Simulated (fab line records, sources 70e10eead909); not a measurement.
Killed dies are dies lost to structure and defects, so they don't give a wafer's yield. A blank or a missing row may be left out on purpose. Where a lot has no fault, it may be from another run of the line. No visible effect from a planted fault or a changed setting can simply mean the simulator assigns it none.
A struck lot beside a sound one | flow nandHarc | 14 out of 1302 route steps
Sound: these wafers, L434.1, L434.2, L434.3. Struck: wafers L437.2, L437.5 (left out: L437.1, a lot-mate that was not struck); the cause follows at the end.
At each step with rows: each side's tool, then ch and its chambers, then its first start. Under that, the readings that differ: sound wafers | struck wafers | difference of the means | sigmas: that difference in standard deviations of wafers without a fault.
alike: words and numbers the same on both sides, and readings whose means are apart by under 2 such deviations; not compared: readings that were withheld, readings missing a value for some wafer, numbers with overlapping values and no deviation given by the record, and bounds like >300 which may hide the same value.
Wherever a step has rows on one side only, a row that says differs or no value, or a row with sigmas, the two part there. Non-overlapping numbers with no deviation appear without sigmas and do not part them. A reading missing from all wafers of one side parts the sides only when that side holds two or more wafers.

NHARC_A_SOURCE_PLATE_THK_MEAS_09: measures by ellipsometry.
  sound: filmMetro-02 at day 12 02:12; struck: filmMetro-01 at day 13 06:21
  alike: thkNm
then, 3 steps without rows for these wafers: NHARC_A_SOURCE_PLATE_PVD_04 (deposits WSi2, target thk 50 nm); NHARC_A_SOURCE_PLATE_CVD_03 (deposits poly-Si, target thk 200 nm, time 4000 s); NHARC_A_SOURCE_PLATE_ANNEAL_05 (time 1800 s).
NHARC_A_SOURCE_PLATE_THK_MEAS_06: measures by ellipsometry.
  sound: filmMetro-02 at day 12 15:05; struck: filmMetro-01 at day 13 19:19
  alike: thkNm
NHARC_A_SOURCE_PLATE_INSPECT_08:
  sound: defectInspect-02 at day 12 15:09; struck: defectInspect-01 at day 13 19:24
  alike: rawDefectCount
then, no rows for these wafers at 1 step: NHARC_A_ONON_D1_DEP_00 (target thk 1000 nm).
NHARC_A_ONON_D1_THK_MEAS_02: measures by ellipsometry.
  sound: filmMetro-02 at day 12 15:44; struck: filmMetro-02 at day 13 19:58
  alike: thkNm
then, no rows for these wafers at 1 step: NHARC_A_ONON_D1_DEP_03 (target thk 1000 nm).
NHARC_A_ONON_D1_THK_MEAS_05: measures by ellipsometry.
  sound: filmMetro-01 at day 12 16:18; struck: filmMetro-01 at day 13 20:32
  alike: thkNm
NHARC_A_ONON_D1_DEP_06: target thk 1000 nm.
  sound on pecvdOnon-03 ch 0, day 12 16:22; struck on pecvdOnon-02 ch 0, day 13 20:36
NHARC_A_ONON_D1_THK_MEAS_08: measures by ellipsometry.
  sound: filmMetro-02 at day 12 16:52; struck: filmMetro-01 at day 13 21:07
reading    | sound       | struck  | difference | sigmas
thkNm (nm) | 981 983 980 | 725 725 | -256       | -20
then, no rows for these wafers at 1 step: NHARC_A_ONON_D1_DEP_09 (target thk 1000 nm).
-- break in the record here, with 16 days between the starts of the struck wafers on either side (left off in module A_ONON_D1, picked up again in module END, where the first step shown is number 1302 on the route) --
NHARC_END_SORT_01:
  sound on prober-02 ch 0, day 29 03:20; struck on prober-01 ch 0, day 30 09:07
reading       | sound | struck  | difference | sigmas
killedAtArray | 71 71 | 676 672 | +603       | +32
killedDies    | 73 72 | 677 677 | +604       | +32
  alike: killedAtOther, killedAtPeriphery, killedOpen, killedShort

WHERE THEY PART
Last at NHARC_END_SORT_01 as far as this record goes, first at NHARC_A_ONON_D1_THK_MEAS_08.

WHY: whatever the simulator had introduced
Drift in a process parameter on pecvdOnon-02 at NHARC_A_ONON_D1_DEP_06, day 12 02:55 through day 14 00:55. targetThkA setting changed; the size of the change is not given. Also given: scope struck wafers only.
